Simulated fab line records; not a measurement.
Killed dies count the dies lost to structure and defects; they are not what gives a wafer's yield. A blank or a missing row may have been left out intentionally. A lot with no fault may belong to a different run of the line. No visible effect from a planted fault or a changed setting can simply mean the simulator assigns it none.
fab line records	flow nand_harc
record: lots: 24	wafers: 72	last_day: 32
route steps=1302 shown A_STAIRCASE@842 A_SGD_CUT@890
lots that met no fault: from a run of the same line without faults
start_h: the number of hours between the record's first day and the start of the first shown wafer of the lot	wait_h: hours elapsed since this lot's preceding step	" repeats the value in the row above	L1.1+2: a row that stands for several wafers	- value missing, or start not given	* or withheld: withheld	< > ~ a bound
route shown NAME@n: names a module that has steps shown in the file, with the first one's number in the route	usual: the fault-free wafers' mean and standard deviation	same: alike in all rows	chamber/n: place in a boat	sites: each site's reading	_std_site: the standard deviation of these	_edge_site: mean of outer sites minus mean of inner sites	radius_mm: for every site, how far away it sits from the centre of the wafer	mask NAME#n: copy n	behind: tool/chamber where the wafer was last shaped	hold: the reason the lot was held/the length of the hold in hours/how it ended	device: the n, p or np transistor that did not switch	end of line: tests of these same wafers at the route's end	where a step has no rows: the recipe by itself	killed: at the first sort, the dies lost to defects and structure; wafer yield is something else	map: per-die view of a wafer (x killed, . not killed, _ where there is no die)
set.NAME: the setting that was run; set.NAME@STEP: the one run at that earlier step	model.NAME: the simulator's own value behind a step, which no gauge read
steps of the route over a sample of lots; a table a step, a row a wafer
services: from which hour (start_h, from the record's first day; less than 0 if before it) a tool's chamber was out of use, for how many hours, and why
== steps ==
step: NHARC_A_STAIRCASE_ETCHBACK_416
recipe: target_depth_a: 360	time_s: 7.2	c4f8_flow_sccm: withheld	o2_flow_sccm: 8	ar_flow_sccm: withheld	rf_w: 600	bias_w: 800	chemistry: C4F8/O2/Ar
usual: chamber_pressure_mTorr: 25.001/0.023	oes_product_au: 0.936/0.027	rf_vpp_V: 723/4.7
same: time_s: 7.2
lot.wafer	tool	chamber	start_h	wait_h	chamber_pressure_mTorr	oes_product_au	rf_hours_counter_h	rf_vpp_V
L074.3	rie_diel-08	1	-	-	25.030	0.931	4	720
L074.2	"	3	"	"	24.988	0.939	6	719
L074.6	"	2	"	"	24.965	0.930	-	720
L075.3	rie_diel-07	2	-	-	25.008	0.935	27	726
L075.5	"	1	"	"	25.032	0.932	-	731
L075.6	"	2	"	"	24.991	0.936	-	726
L076.4	rie_diel-01	1	-	-	24.970	0.934	13	715
L076.2	"	0	"	"	24.999	0.931	11	721
L076.5	"	2	"	"	25.006	0.926	-	728
L078.1	rie_diel-01	0	-	-	24.988	0.921	11	721
L078.4	"	3	"	"	25.019	0.920	10	726
L078.6	"	1	"	"	25.016	0.926	-	717
L079.2	rie_diel-01	0	-	-	24.992	0.919	16	723
L079.3	"	3	"	"	24.945	0.927	13	726
L079.6	"	0	"	"	25.007	0.936	-	722
L080.3	rie_diel-07	1	-	-	25.074	0.991	43	730
L080.1	"	2	"	"	24.982	1.015	41	726
L080.5	"	0	"	"	25.017	0.977	-	726
L077.4	rie_diel-01	3	-	-	25.022	0.920	16	727
L077.3	"	1	"	"	25.015	0.930	23	716
L077.5	"	3	"	"	25.007	0.932	-	727
L081.4	rie_diel-01	2	-	-	24.996	0.929	30	729
L081.1	"	0	"	"	24.969	0.942	28	721
L081.6	"	3	"	"	25.011	0.929	-	725
L083.2	rie_diel-07	1	-	-	24.998	1.016	1	730
L083.1	"	2	"	"	24.975	0.998	1	725
L083.6	"	2	"	"	24.988	0.997	-	727
L082.3	rie_diel-08	0	-	-	25.007	0.930	39	725
L082.2	"	2	"	"	24.998	0.918	38	718
L082.4	"	3	"	"	25.047	0.935	40	720
L085.1	rie_diel-07	2	-	-	24.978	0.914	8	727
L085.3	"	0	"	"	25.015	0.907	5	726
L085.6	"	3	"	"	25.009	0.928	-	720
L084.1	rie_diel-01	1	-	-	25.012	0.937	38	715
L084.4	"	2	"	"	25.016	0.927	38	728
L084.2	"	3	"	"	25.015	0.939	37	726
L086.2	rie_diel-08	2	-	-	24.967	0.931	48	717
L086.3	"	0	"	"	25.012	0.931	49	724
L086.6	"	2	"	"	24.993	0.918	-	717
L087.3	rie_diel-01	0	-	-	24.981	0.922	40	721
L087.1	"	1	"	"	24.961	0.926	42	715
L087.2	"	2	"	"	25.017	0.933	42	727
L088.4	rie_diel-08	0	-	-	25.020	0.918	54	725
L088.2	"	1	"	"	25.022	0.920	48	719
L088.5	"	0	"	"	24.974	0.928	-	725
L089.3	rie_diel-07	3	-	-	24.998	0.920	19	719
L089.4	"	2	"	"	24.999	0.917	-	726
L089.6	"	3	"	"	24.984	0.919	-	719
L090.3	rie_diel-08	1	-	-	25.006	0.917	52	720
L090.4	"	3	"	"	24.999	0.929	61	718
L090.6	"	1	"	"	24.989	0.918	-	718
L092.3	rie_diel-07	3	-	-	25.002	0.919	34	719
L092.5	"	2	"	"	25.006	0.918	-	727
L092.6	"	1	"	"	24.997	0.925	-	730
L091.1	rie_diel-01	1	-	-	24.974	1.013	1	730
L091.5	"	1	"	"	24.995	1.003	-	731
L091.6	"	2	"	"	25.010	1.018	-	728
L094.4	rie_diel-07	1	-	-	25.035	0.935	41	730
L094.6	"	3	"	"	25.030	0.923	-	718
L094.5	"	0	"	"	24.989	0.925	-	725
L093.2	rie_diel-08	2	-	-	25.032	0.929	16	716
L093.3	"	3	"	"	25.036	0.935	18	721
L093.4	"	1	"	"	25.008	0.925	17	718
L095.2	rie_diel-07	0	-	-	24.976	0.914	28	727
L095.5	"	1	"	"	24.985	0.930	-	731
L095.4	"	0	"	"	25.025	0.909	-	725
L096.2	rie_diel-07	0	-	-	24.965	0.909	28	726
L096.1	"	1	"	"	24.995	0.925	46	730
L096.4	"	0	"	"	24.989	0.916	-	725
L097.3	rie_diel-01	2	-	-	25.030	0.943	20	728
L097.1	"	3	"	"	25.002	0.938	17	724
L097.2	"	1	"	"	25.003	0.934	20	729
step: NHARC_A_STAIRCASE_DEP_417
recipe: target_thk_a: 600	step_coverage_pct: 20	temp_c: 400	target_thk_nm: 60	flow_sccm: 200	rf_w: 450	material: Si3N4
usual: heater_power_outer_w: 402/60	heater_power_w: 691/82
lot.wafer	tool	chamber	start_h	wait_h	heater_power_outer_w	heater_power_w
L074.2	pecvd-02	2	365.96	-	369	695
L074.3	"	2	"	"	373	697
L074.6	"	2	"	"	382	688
L075.3	pecvd-01	0	369.66	-	435	734
L075.5	"	0	"	"	443	749
L075.6	"	2	"	"	461	718
L076.2	pecvd-04	1	400.70	-	335	601
L076.4	"	2	"	"	350	641
L076.5	"	1	"	"	258	482
L078.1	pecvd-01	2	402.74	-	382	603
L078.4	"	2	"	"	377	620
L078.6	"	1	"	"	356	640
L079.2	pecvd-04	2	418.01	-	334	628
L079.3	"	1	"	"	350	599
L079.6	"	2	"	"	345	608
L080.1	pecvd-02	0	428.74	-	500	862
L080.3	"	2	"	"	404	750
L080.5	"	2	"	"	404	753
L077.3	pecvd-01	2	429.54	-	469	727
L077.4	"	2	"	"	456	720
L077.5	"	0	"	"	437	752
L081.1	pecvd-01	1	453.23	-	384	679
L081.6	"	2	"	"	416	652
L081.4	"	0	"	"	467	800
L083.1	pecvd-01	1	461.21	-	426	749
L083.2	"	0	"	"	411	718
L083.6	"	1	"	"	318	604
L082.3	pecvd-02	0	461.23	-	406	701
L082.2	"	2	"	"	360	693
L082.4	"	2	"	"	375	694
L085.1	pecvd-04	1	474.06	-	316	571
L085.3	"	0	"	"	423	741
L085.6	"	0	"	"	437	748
L084.2	pecvd-04	0	474.37	-	481	784
L084.1	"	1	"	"	337	616
L084.4	"	1	"	"	344	603
L086.2	pecvd-02	2	487.89	-	425	777
L086.3	"	0	"	"	391	701
L086.6	"	2	"	"	310	620
L087.1	pecvd-01	2	491.85	-	452	711
L087.2	"	0	"	"	417	694
L087.3	"	1	"	"	415	706
L088.2	pecvd-04	0	502.13	-	436	721
L088.5	"	2	"	"	413	690
L088.4	"	0	"	"	445	732
L089.3	pecvd-04	1	505.87	-	261	479
L089.4	"	0	"	"	488	798
L089.6	"	1	"	"	262	495
L090.3	pecvd-02	1	515.02	-	440	710
L090.4	"	1	"	"	448	711
L090.6	"	2	"	"	421	760
L092.3	pecvd-04	1	536.19	-	284	503
L092.5	"	1	"	"	280	521
L092.6	"	2	"	"	361	611
L091.1	pecvd-01	2	546.97	-	446	729
L091.6	"	2	"	"	452	714
L091.5	"	1	"	"	394	686
L094.4	pecvd-01	2	571.51	-	484	753
L094.5	"	0	"	"	438	735
L094.6	"	1	"	"	425	728
L093.2	pecvd-01	0	575.52	-	440	730
L093.3	"	2	"	"	472	757
L093.4	"	0	"	"	442	743
L095.2	pecvd-02	0	585.64	-	468	820
L095.5	"	1	"	"	474	788
L095.4	"	2	"	"	375	705
L096.1	pecvd-04	1	586.45	-	307	547
L096.2	"	0	"	"	454	761
L096.4	"	2	"	"	368	621
L097.2	pecvd-04	1	595.01	-	273	501
L097.1	"	2	"	"	411	692
L097.3	"	0	"	"	448	749
step: NHARC_A_STAIRCASE_STRIP_475
recipe: time_s: 20	o2_flow_sccm: 500	ar_flow_sccm: 0	bias_w: 0	chemistry: O2
usual: chamber_pressure_mTorr: 60.01/0.056	drypump_motor_current_A: 5.5/0.49	oes_product_au: 1.002/0.0096	rf_vpp_V: 57.8/0.9	showerhead_plenum_p_Torr: 3.52/0.15	throttle_valve_pct: 17.036/0.0088
same: time_s: 20
lot.wafer	tool	chamber	start_h	wait_h	chamber_pressure_mTorr	drypump_motor_current_A	oes_product_au	rf_hours_counter_h	rf_vpp_V	showerhead_plenum_p_Torr	throttle_valve_pct
L074.2	rie_diel-07	0	-	-	59.99	4.8	0.980	42	57.9	3.63	17.027
L074.3	"	2	"	"	60.01	6.1	1.014	35	58.3	3.64	17.022
L074.6	"	0	"	"	60.02	4.8	0.982	-	57.7	3.63	17.043
L075.3	rie_diel-08	2	-	-	60.05	6.1	1.005	22	57.7	3.35	17.029
L075.6	"	2	"	"	59.95	6.1	0.995	-	58.2	3.35	17.038
L075.5	"	3	"	"	60.09	5.8	1.006	-	58.2	3.40	17.031
L076.4	rie_diel-08	0	-	-	59.94	5.0	1.000	32	57.5	3.58	17.022
L076.2	"	2	"	"	59.99	6.1	0.994	29	59.1	3.34	17.040
L076.5	"	0	"	"	59.92	5.0	1.005	-	57.8	3.58	17.039
L078.1	rie_diel-08	2	-	-	59.94	6.1	1.004	29	57.7	3.34	17.054
L078.4	"	3	"	"	60.01	5.8	1.017	34	57.0	3.39	17.042
L078.6	"	2	"	"	60.02	6.1	0.999	-	57.0	3.34	17.026
L079.2	rie_diel-01	3	-	-	60.00	5.5	1.003	35	58.2	3.63	17.036
L079.3	"	1	"	"	60.07	5.8	1.006	36	57.0	3.28	17.035
L079.6	"	3	"	"	59.99	5.5	1.009	-	56.7	3.63	17.033
L077.3	rie_diel-08	2	-	-	59.98	6.1	0.991	43	57.3	3.34	17.028
L077.4	"	3	"	"	60.04	5.8	1.011	47	58.8	3.39	17.042
L077.5	"	2	"	"	60.06	6.1	0.985	-	57.8	3.34	17.050
L080.3	rie_diel-07	1	-	-	59.97	5.7	1.008	5	58.7	3.77	17.028
L080.1	"	2	"	"	60.03	6.1	0.989	8	58.0	3.63	17.033
L080.5	"	0	"	"	60.06	4.8	0.988	-	57.4	3.62	17.031
L081.1	rie_diel-07	3	-	-	60.05	4.7	0.999	15	59.1	3.38	17.031
L081.4	"	0	"	"	59.99	4.8	0.991	12	59.7	3.62	17.046
L081.6	"	0	"	"	59.95	4.8	0.989	-	58.7	3.62	17.049
L083.2	rie_diel-08	2	-	-	60.02	6.1	0.992	54	56.5	3.33	17.037
L083.1	"	0	"	"	59.92	5.0	0.997	55	58.6	3.57	17.039
L083.6	"	1	"	"	59.93	5.6	0.989	-	57.5	3.41	17.041
L082.4	rie_diel-01	3	-	-	60.11	5.6	1.014	47	56.9	3.62	17.036
L082.3	"	0	"	"	60.05	4.9	1.001	46	56.8	3.45	17.034
L082.2	"	2	"	"	60.01	5.9	0.995	52	57.8	3.68	17.021
L085.1	rie_diel-01	3	-	-	60.06	5.6	1.015	50	59.1	3.62	17.034
L085.3	"	2	"	"	60.10	5.9	1.014	57	58.1	3.68	17.023
L085.6	"	3	"	"	60.04	5.6	1.011	-	58.6	3.62	17.040
L084.2	rie_diel-08	1	-	-	60.09	5.6	0.990	52	57.9	3.41	17.029
L084.1	"	2	"	"	60.02	6.1	0.996	57	56.7	3.33	17.042
L084.4	"	0	"	"	60.03	5.0	0.994	58	58.2	3.57	17.047
L087.1	rie_diel-08	3	534.79	0.1	60.01	5.8	0.999	2	56.5	3.38	17.038
L087.2	"	1	"	"	59.99	5.6	1.002	2	58.5	3.41	17.044
L087.3	"	2	"	"	60.02	6.1	0.999	2	56.0	3.33	17.042
L086.2	rie_diel-07	2	536.68	0.1	60.00	6.1	0.989	33	58.7	3.61	17.036
L086.3	"	1	"	"	60.02	5.7	0.998	29	59.0	3.76	17.047
L086.6	"	2	"	"	60.05	6.1	0.987	-	57.5	3.61	17.039
L089.3	rie_diel-07	3	-	-	59.90	4.7	0.999	39	56.3	3.37	17.036
L089.4	"	1	"	"	59.91	5.7	1.001	34	57.5	3.75	17.044
L089.6	"	3	"	"	60.05	4.7	0.987	-	57.9	3.37	17.037
L088.2	rie_diel-07	0	-	-	60.04	4.8	1.009	17	57.3	3.61	17.022
L088.4	"	1	"	"	59.88	5.7	0.997	34	58.2	3.75	17.028
L088.5	"	3	"	"	60.04	4.7	1.017	-	58.4	3.37	17.054
L090.3	rie_diel-08	0	-	-	60.02	5.0	1.003	7	58.9	3.56	17.035
L090.4	"	1	"	"	59.97	5.6	1.000	13	55.8	3.41	17.050
L090.6	"	1	"	"	60.07	5.6	1.006	-	58.3	3.41	17.035
L092.3	rie_diel-01	1	-	-	60.03	5.8	1.015	18	59.5	3.80	17.036
L092.6	"	1	"	"	59.97	5.8	1.019	-	58.2	3.80	17.032
L092.5	"	2	"	"	60.00	6.0	1.020	-	57.6	3.67	17.024
L091.1	rie_diel-01	3	-	-	60.03	5.6	1.004	14	57.7	3.61	17.044
L091.6	"	3	"	"	60.14	5.6	0.992	-	58.2	3.61	17.038
L091.5	"	0	"	"	60.11	4.9	1.002	-	58.3	3.43	17.011
L093.4	rie_diel-07	2	-	-	59.94	6.1	0.996	61	57.5	3.60	17.033
L093.2	"	3	"	"	60.04	4.7	1.007	63	55.5	3.35	17.032
L093.3	"	0	"	"	59.97	4.8	1.000	35	58.3	3.60	17.023
L094.4	rie_diel-08	2	-	-	60.04	6.1	0.998	31	57.9	3.31	17.023
L094.5	"	0	"	"	60.02	5.0	0.998	-	58.6	3.55	17.036
L094.6	"	1	"	"	59.99	5.6	1.003	-	56.6	3.40	17.017
L096.2	rie_diel-01	0	-	-	60.01	4.9	1.008	30	56.6	3.43	17.036
L096.4	"	1	"	"	60.08	5.8	1.015	30	59.8	3.79	17.054
L096.1	"	3	"	"	60.01	5.5	1.004	28	58.7	3.60	17.024
L095.2	rie_diel-01	3	-	-	60.09	5.5	0.999	28	57.9	3.60	17.014
L095.4	"	1	"	"	59.98	5.8	1.012	30	56.9	3.79	17.033
L095.5	"	2	"	"	60.00	5.9	1.013	-	57.3	3.66	17.040
L097.1	rie_diel-07	1	-	-	59.93	5.7	1.002	1	58.6	3.74	17.045
L097.3	"	2	"	"	60.03	6.1	0.996	1	57.4	3.59	17.033
L097.2	"	0	"	"	59.99	4.8	0.989	1	58.5	3.60	17.051
step: NHARC_A_STAIRCASE_DEP_471
recipe: target_thk_a: 1000	temp_c: 400	pressure_torr: 6.5	rf_w: 900	teos_flow_sccm: 161.4	flow_sccm: 2650	target_thk_nm: 100	gas: O2	material: SiO2
usual: heater_power_outer_w: 294/57	heater_power_w: 552/80	throttle_valve_pct: 15.8/0.34
lot.wafer	tool	chamber	start_h	wait_h	heater_power_outer_w	heater_power_w	throttle_valve_pct
L074.2	pecvd-02	1	410.66	-	223	435	15.1
L074.3	"	0	"	"	337	617	15.8
L074.6	"	1	"	"	225	443	15.1
L075.3	pecvd-02	1	418.19	-	307	569	15.2
L075.5	"	0	"	"	364	656	15.8
L075.6	"	1	"	"	311	552	15.3
L076.2	pecvd-01	0	440.96	-	358	652	15.5
L076.5	"	1	"	"	265	528	15.1
L076.4	"	2	"	"	320	540	16.4
L078.1	pecvd-01	0	441.20	-	312	578	15.3
L078.6	"	1	"	"	236	495	15.1
L078.4	"	2	"	"	276	476	15.9
L079.2	pecvd-02	0	465.58	-	335	628	15.7
L079.3	"	2	"	"	213	482	16.1
L079.6	"	2	"	"	214	490	16.0
L077.3	pecvd-02	0	471.07	-	349	644	16.0
L077.4	"	1	"	"	300	568	15.4
L077.5	"	2	"	"	291	591	16.4
L080.3	pecvd-02	1	471.23	-	249	468	15.5
L080.1	"	0	"	"	314	601	16.0
L080.5	"	0	"	"	316	620	15.8
L081.1	pecvd-04	1	498.24	-	197	411	16.4
L081.6	"	1	"	"	198	411	16.7
L081.4	"	2	"	"	284	530	15.8
L083.2	pecvd-01	2	505.66	-	330	558	15.6
L083.1	"	0	"	"	290	532	15.9
L083.6	"	1	"	"	283	541	15.6
L082.3	pecvd-02	1	506.09	-	242	461	15.3
L082.2	"	2	"	"	291	595	16.3
L082.4	"	0	"	"	268	536	16.0
L085.3	pecvd-04	2	516.22	-	204	408	15.9
L085.1	"	0	"	"	396	669	15.8
L085.6	"	2	"	"	207	424	16.3
L084.2	pecvd-04	1	517.26	-	188	394	16.5
L084.1	"	2	"	"	270	495	16.0
L084.4	"	0	"	"	378	645	15.9
L087.1	pecvd-02	0	534.89	-	275	545	16.2
L087.3	"	1	"	"	248	467	15.4
L087.2	"	2	"	"	252	546	16.2
L086.2	pecvd-01	0	536.78	-	288	547	15.7
L086.3	"	2	"	"	343	566	15.6
L086.6	"	2	"	"	350	587	15.8
L089.3	pecvd-01	1	547.30	-	269	521	15.8
L089.4	"	0	"	"	305	556	15.8
L089.6	"	1	"	"	269	540	16.2
L088.2	pecvd-02	0	547.71	-	387	665	15.7
L088.5	"	0	"	"	387	703	15.7
L088.4	"	1	"	"	267	486	15.6
L090.3	pecvd-02	2	555.97	-	198	476	16.1
L090.6	"	2	"	"	207	484	16.0
L090.4	"	1	"	"	251	484	15.5
L092.3	pecvd-04	0	585.85	-	369	645	16.2
L092.5	"	2	"	"	287	529	15.9
L092.6	"	0	"	"	372	649	15.9
L091.1	pecvd-02	0	586.47	-	370	675	15.3
L091.6	"	1	"	"	252	469	15.7
L091.5	"	0	"	"	363	661	15.4
L093.2	pecvd-04	1	620.88	-	144	338	15.8
L093.3	"	2	"	"	281	541	15.5
L093.4	"	1	"	"	149	352	15.8
L094.4	pecvd-02	1	621.12	-	367	621	16.1
L094.5	"	2	"	"	285	570	15.8
L094.6	"	0	"	"	346	646	15.3
L096.1	pecvd-04	2	629.12	-	308	577	15.7
L096.2	"	0	"	"	374	652	16.1
L096.4	"	2	"	"	306	574	15.4
L095.2	pecvd-01	0	629.34	-	372	649	15.9
L095.5	"	0	"	"	380	654	15.9
L095.4	"	1	"	"	280	542	15.7
L097.2	pecvd-01	1	638.60	-	318	590	15.7
L097.3	"	2	"	"	266	474	16.1
L097.1	"	0	"	"	264	494	15.9
step: NHARC_A_SGD_CUT_DEP_00
recipe: target_thk_a: 500	temp_c: 400	target_thk_nm: 50	flow_sccm: 200	rf_w: 450	material: SiNx
usual: heater_power_outer_w: 436/44	heater_power_w: 733/62
lot.wafer	tool	chamber	start_h	wait_h	heater_power_outer_w	heater_power_w
L074.2	pecvd-02	0	411.37	0.1	480	821
L074.3	"	1	"	"	435	729
L074.6	"	1	"	"	429	740
L075.3	pecvd-01	0	418.88	0.1	466	762
L075.5	"	1	"	"	340	609
L075.6	"	2	"	"	420	647
L076.2	pecvd-03	0	441.70	0.1	401	705
L076.4	"	1	"	"	407	661
L076.5	"	2	"	"	426	719
L078.1	pecvd-03	2	441.94	0.1	417	691
L078.4	"	0	"	"	424	717
L078.6	"	2	"	"	421	689
L079.2	pecvd-03	1	466.26	0.1	447	721
L079.3	"	0	"	"	498	801
L079.6	"	2	"	"	395	659
L077.3	pecvd-03	0	471.75	0.1	428	731
L077.5	"	1	"	"	479	761
L077.4	"	2	"	"	434	702
L080.3	pecvd-03	0	471.91	0.1	504	791
L080.1	"	1	"	"	484	766
L080.5	"	0	"	"	500	805
L081.1	pecvd-01	2	498.92	0.1	478	756
L081.4	"	1	"	"	363	663
L081.6	"	2	"	"	480	744
L083.1	pecvd-01	2	506.34	0.1	419	676
L083.2	"	0	"	"	491	824
L083.6	"	1	"	"	393	690
L082.3	pecvd-03	2	506.80	0.1	407	678
L082.2	"	0	"	"	469	790
L082.4	"	0	"	"	503	807
L085.1	pecvd-02	1	516.91	0.1	410	678
L085.3	"	2	"	"	412	737
L085.6	"	2	"	"	406	728
L084.1	pecvd-01	2	517.95	0.1	409	625
L084.2	"	0	"	"	466	778
L084.4	"	0	"	"	474	774
L087.1	pecvd-01	2	535.58	0.1	477	750
L087.2	"	0	"	"	496	799
L087.3	"	1	"	"	368	670
L086.2	pecvd-01	2	537.52	0.1	448	710
L086.3	"	0	"	"	409	698
L086.6	"	0	"	"	406	693
L089.3	pecvd-01	1	547.98	0.1	333	628
L089.6	"	2	"	"	461	718
L089.4	"	0	"	"	484	801
L088.2	pecvd-01	0	548.40	0.1	461	772
L088.5	"	0	"	"	460	774
L088.4	"	1	"	"	378	659
L090.3	pecvd-02	0	556.71	0.1	490	824
L090.4	"	1	"	"	346	613
L090.6	"	2	"	"	424	747
L092.3	pecvd-01	0	586.53	0.1	459	753
L092.5	"	0	"	"	465	741
L092.6	"	1	"	"	391	698
L091.1	pecvd-02	2	587.12	0.1	453	794
L091.5	"	2	"	"	463	811
L091.6	"	0	"	"	479	833
L093.3	pecvd-02	1	621.53	0.1	473	778
L093.2	"	0	"	"	480	825
L093.4	"	0	"	"	481	842
L094.4	pecvd-02	0	621.80	0.2	499	845
L094.6	"	1	"	"	379	653
L094.5	"	2	"	"	370	697
L096.1	pecvd-02	1	629.77	0.1	460	755
L096.2	"	2	"	"	470	853
L096.4	"	1	"	"	470	748
L095.2	pecvd-02	0	630.05	0.1	485	804
L095.5	"	2	"	"	465	830
L095.4	"	0	"	"	491	831
L097.1	pecvd-01	1	639.28	0.1	427	738
L097.2	"	2	"	"	401	642
L097.3	"	0	"	"	413	690
step: NHARC_A_SGD_CUT_INSPECT_11
usual: raw_defect_count: 60/30
lot.wafer	tool	chamber	start_h	wait_h	raw_defect_count
L074.2	defect_inspect-02	-	412.06	0.0	55
L074.3	"	-	"	"	74
L074.6	"	-	"	"	49
L075.3	defect_inspect-01	-	419.73	0.0	75
L075.5	"	-	"	"	81
L075.6	"	-	"	"	64
L076.2	defect_inspect-02	-	442.48	0.0	63
L076.4	"	-	"	"	60
L076.5	"	-	"	"	48
L078.1	defect_inspect-01	-	442.73	0.0	113
L078.4	"	-	"	"	117
L078.6	"	-	"	"	118
L079.2	defect_inspect-01	-	466.98	0.0	63
L079.3	"	-	"	"	62
L079.6	"	-	"	"	57
L077.3	defect_inspect-01	-	472.41	0.0	102
L077.4	"	-	"	"	114
L077.5	"	-	"	"	122
L080.1	defect_inspect-02	-	472.76	0.0	68
L080.3	"	-	"	"	71
L080.5	"	-	"	"	61
L081.1	defect_inspect-01	-	499.75	0.0	81
L081.4	"	-	"	"	78
L081.6	"	-	"	"	74
L083.1	defect_inspect-01	-	507.15	0.0	74
L083.2	"	-	"	"	76
L083.6	"	-	"	"	87
L082.2	defect_inspect-02	-	507.62	0.0	30
L082.3	"	-	"	"	23
L082.4	"	-	"	"	35
L085.1	defect_inspect-02	-	517.62	0.0	44
L085.3	"	-	"	"	38
L085.6	"	-	"	"	24
L084.1	defect_inspect-02	-	518.88	0.0	61
L084.2	"	-	"	"	66
L084.4	"	-	"	"	52
L087.1	defect_inspect-02	-	536.43	0.0	60
L087.2	"	-	"	"	82
L087.3	"	-	"	"	50
L086.2	defect_inspect-01	-	538.21	0.0	42
L086.3	"	-	"	"	42
L086.6	"	-	"	"	36
L089.3	defect_inspect-02	-	548.65	0.0	105
L089.4	"	-	"	"	105
L089.6	"	-	"	"	103
L088.2	defect_inspect-02	-	549.24	0.0	12
L088.4	"	-	"	"	15
L088.5	"	-	"	"	26
L090.3	defect_inspect-01	-	557.50	0.0	15
L090.4	"	-	"	"	21
L090.6	"	-	"	"	23
L092.3	defect_inspect-02	-	587.34	0.0	25
L092.5	"	-	"	"	22
L092.6	"	-	"	"	20
L091.1	defect_inspect-02	-	587.94	0.0	102
L091.5	"	-	"	"	86
L091.6	"	-	"	"	102
L093.2	defect_inspect-02	-	622.25	0.0	20
L093.3	"	-	"	"	38
L093.4	"	-	"	"	24
L094.4	defect_inspect-01	-	622.56	0.0	105
L094.5	"	-	"	"	113
L094.6	"	-	"	"	112
L096.1	defect_inspect-01	-	630.62	0.0	29
L096.2	"	-	"	"	36
L096.4	"	-	"	"	34
L095.2	defect_inspect-01	-	630.86	0.1	44
L095.4	"	-	"	"	61
L095.5	"	-	"	"	44
L097.1	defect_inspect-01	-	640.13	0.0	55
L097.2	"	-	"	"	55
L097.3	"	-	"	"	45
== services ==
tool	chamber	start_h	hours	kind
rie_diel-08	-	344.08	9.0	pm
rie_diel-01	-	357.45	9.0	pm
pecvd-02	-	384.66	13.0	pm
rie_diel-07	2	388.69	8.6	repair
rie_diel-08	1	388.98	4.8	repair
pecvd-04	0	396.92	43.7	repair
pecvd-04	-	404.23	1.7	repair
pecvd-04	-	426.49	13.0	pm
rie_diel-07	2	441.62	3.3	repair
rie_diel-01	0	445.29	6.0	repair
rie_diel-07	-	447.46	9.0	pm
pecvd-01	-	468.26	13.0	pm
rie_diel-07	0	505.31	35.7	repair
pecvd-01	1	513.91	4.2	repair
rie_diel-08	-	521.13	9.0	pm
rie_diel-08	0	531.37	11.6	repair
pecvd-02	-	532.35	2.1	repair
rie_diel-01	-	534.69	9.0	pm
pecvd-01	1	539.24	6.0	repair
pecvd-02	-	565.66	13.0	pm
rie_diel-07	2	584.69	5.3	repair
rie_diel-07	0	597.19	8.2	repair
rie_diel-07	-	604.30	0.7	repair
rie_diel-07	-	625.76	9.0	pm
== key ==
fault none
